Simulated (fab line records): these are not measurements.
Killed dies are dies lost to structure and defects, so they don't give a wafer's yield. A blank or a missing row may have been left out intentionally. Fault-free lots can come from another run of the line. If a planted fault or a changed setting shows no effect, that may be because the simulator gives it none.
Comparing a struck lot with a sound one | flow n5Finfet | 15 steps out of a route of 1938
Sound: these wafers, L727.1, L727.3, L727.6. Struck: wafers L723.1, L723.2, L723.4. Last of all comes the cause.
Per side, at each step with rows, come the tool, then ch with its chambers, and then its first start. Under that, the readings that differ: sound wafers | struck wafers | difference of the means | sigmas: that difference in standard deviations of wafers without a fault.
alike: same words and numbers on both sides, and readings whose means sit less than 2 such deviations apart. not compared: any withheld reading, any reading some wafer has no value for, any bound like >300 that may hide the same value, and any number with overlapping values for which the record gives no deviation.
Wherever a step has rows on one side only, a row that says differs or no value, or a row with sigmas, the two part there. Numbers that have no deviation but don't overlap get no sigmas and don't part them. A reading that every wafer of one side lacks parts them only if that side has two wafers or more.

first, 2 steps without rows for these wafers: N5_BEOL_M15_PRECLEAN_39 (cleans in residue remover, time 60 s); N5_BEOL_M15_SRD_40 (time 30 s, dry time 30 s).
N5_BEOL_M15_DEGAS_41: time 60 s.
  struck on pvdSputter-01, day 13 15:18; sound on pvdSputter-02, day 14 08:02
  alike: heaterPowerW
N5_BEOL_M15_PRE_CLEAN_42: time 30 s.
  struck on pvdSputter-01, day 13 15:20; sound on pvdSputter-02, day 14 08:04
  alike: heaterPowerW
N5_BEOL_M15_SPUTTER_43: material TaN, target thk 15 nm, time 24.19 s.
  struck on pvdSputter-01, day 13 15:23; sound on pvdSputter-02, day 14 08:07
  alike: cathodeDcPowerW, throttleValvePct
then, 3 steps without rows for these wafers: N5_BEOL_M15_SPUTTER_44 (material Ta, target thk 15 nm, time 24.19 s); N5_BEOL_M15_SPUTTER_45 (material Cu, target thk 100 nm, time 16.67 s); N5_BEOL_M15_ECD_47 (material Cu, target thk 1860 nm).
N5_BEOL_M15_ANNEAL_48: time 90 s.
  sound on rtpAnneal-02 ch 0, day 14 08:39; struck on rtpAnneal-01 ch 0, day 13 15:54
  alike: annealTempCMax, wafer_temp_C_max
N5_BEOL_M15_CMP_49: polishes, stops on SiO2, t overpolish 4.9 s, target thk 850 nm.
  sound on cmp-04 ch 0,2, day 14 08:59; struck on cmp-02 ch 0,2,3, day 13 16:11
  alike: barrierFieldEndpointS, motorCurrentA, overpolishRunS
N5_BEOL_M15_THK_MEAS_50: measures by xrf.
  struck on filmMetro-01, day 13 16:29; sound on filmMetro-02, day 14 09:14
  alike: M15_THK
then, 1 step without rows for these wafers: N5_BEOL_M15_PRE_CLEAN_52 (time 15 s).
N5_BEOL_M15_DEP_53: deposits SiCN from 3MS/NH3, target thk 50 nm, time 17.8 s.
  sound on pecvd-04 ch 0,2, day 14 09:18; struck on pecvd-02 ch 0,1,2, day 13 16:33
  no value came back on the struck wafers for any of 5 readings (chamberPressureTorr (Torr), rfFwdPowerW (W) and others); on the sound wafers chamberPressureTorr (Torr) reads 2.989 3.014 2.992
N5_BEOL_M15_RS_MEAS_54: the measuring method here is four-point-probe.
  struck on filmMetro-01, day 13 16:37; sound on filmMetro-01, day 14 09:22
  alike: M15_RS
N5_PASSIVATION_PROBE_49:
  struck on prober-02, day 14 05:41; sound on prober-01, day 14 22:01
reading              | sound    | struck | difference | sigmas
sort_bin_8_speed (%) | 0.34 0 0 | 0 0 0  | +0         | -3
  alike: defectLimitedYield, killed_at_M0_to_M3, killed_at_M4_up, killedAtContacts, killedAtFrontEnd, killedAtOther, killedDies, killedOpen, killedShort, sort_bin_5_function, sort_bin_6_memory, sortNPass

## WHERE THEY PART
Earliest at N5_BEOL_M15_DEP_53; latest, in this record, at N5_PASSIVATION_PROBE_49.

WHY: whatever the simulator had introduced
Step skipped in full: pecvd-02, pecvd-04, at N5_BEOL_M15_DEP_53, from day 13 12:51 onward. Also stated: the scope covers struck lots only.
